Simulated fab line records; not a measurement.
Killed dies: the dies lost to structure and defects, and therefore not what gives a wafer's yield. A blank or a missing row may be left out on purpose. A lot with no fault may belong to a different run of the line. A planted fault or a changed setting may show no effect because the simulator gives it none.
What tool caused it? | flow nandHarc | 36 wafers sampled from 12 lots at 1 step of a route of 1159

## WHAT THE GAUGES READ, wafer by wafer
NHARC_A_CONTACT_INSPECT_23.
lot  | measured     | on               | rawDefectCount
L074 | day 17 07:56 | defectInspect-01 | 356 541 369
L077 | day 17 13:34 | defectInspect-02 | 257 272 376
L080 | day 19 00:40 | defectInspect-01 | 310 384 284
L083 | day 19 08:16 | defectInspect-02 | 496 342 472
L081 | day 19 10:35 | defectInspect-02 | 306 360 363
L085 | day 20 03:41 | defectInspect-01 | 504 450 461
L087 | day 20 12:19 | defectInspect-01 | 452 444 423
L091 | day 21 16:55 | defectInspect-01 | 295 252 364
L090 | day 21 20:50 | defectInspect-01 | 282 301 449
L092 | day 21 23:31 | defectInspect-02 | 351 448 436
L094 | day 22 09:25 | defectInspect-01 | 382 519 390
L097 | day 23 03:26 | defectInspect-01 | 393 300 387

## TOOL THAT RAN EACH LOT (tool first, then ch and the chambers of the sampled wafers, then the start)
No process step before these readings appears in the record.

## THE ANSWER, worked out from the rows above alone
Rule: usual is defined by the lots themselves. Put in order of their means at a reading, lots are off if they are a third of the lots or fewer, leave a main group of 4 or more, and stand apart from it by a gap of 3 or more times the standard deviation of the main group's means; of several such gaps the widest counts. The tables above print the reading to a certain number of digits; a main group whose means all agree to those digits is not used. Also off: a lot with no number at a reading for which 4 or more lots have one. Where the step has rows for the other lots, those lots are counted as sound.
No lot is off at any reading shown: from this, nothing can be told.

## WHAT THE SIMULATOR HAD PUT IN
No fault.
